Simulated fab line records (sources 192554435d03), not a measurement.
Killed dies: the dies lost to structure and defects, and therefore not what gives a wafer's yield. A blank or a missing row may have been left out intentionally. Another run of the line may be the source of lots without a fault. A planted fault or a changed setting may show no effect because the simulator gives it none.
Chamber matching ; flow n5Finfet ; N5_BEOL_M7_DEP_56 on pecvd-02 has 3 sister chambers
The step deposits SiCN from 3MS/NH3, target thk 10 nm, time 17.5 s. 6 wafers are shown with their chamber, then 9 later ones without.

== WAFERS WITH THEIR CHAMBER ==
wafer;chamber;showerheadPlenumPTorr (Torr);throttleValvePct (%)
L086.1;0;3.658;9.1
L084.2;0;3.660;9.3
L084.4;2;3.682;8.6
L090.1;1;3.674;9.1
L090.4;2;3.682;8.5
L090.6;1;3.685;9.3

== WAFERS WITH NO CHAMBER GIVEN ==
wafer;showerheadPlenumPTorr (Torr);throttleValvePct (%)
L092.2;3.679;9.2
L092.4;3.674;9.1
L092.5;3.658;9.4
L093.2;3.655;9.2
L093.3;3.683;8.7
L093.4;3.667;9.0
L081.1;3.667;9.3
L081.4;3.661;9.2
L081.5;3.671;9.3

== EACH ONE'S CHAMBER ==
wafer;from the rows above;in truth
L092.2;1;1
L092.4;can't be placed: 1 or 0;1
L092.5;0;0
L093.2;0;0
L093.3;2;2
L093.4;can't be placed: 0 or 1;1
L081.1;can't be placed: 0 or 1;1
L081.4;0;0
L081.5;can't be placed: 1 or 0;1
Correctly placed: 5 of 9. From these rows, 4 cannot be placed; in 4 the true chamber is one of the candidates. Placed wrongly: 0.
How it was worked out, from the rows above alone: a wafer's distance from a chamber is the root of the sum, over the readings, of the square of ((its reading less the chamber's mean) divided by the reading's scatter). If the next closest chamber is less than 2 further off than the closest, the wafer can't be placed; otherwise it belongs to the closest. For every chamber, the mean is computed from those of its wafers that are shown. The scatter is the square root of a quotient: the sum, over the shown wafers, of each reading's squared deviation from its chamber's mean, divided by wafers minus chambers.
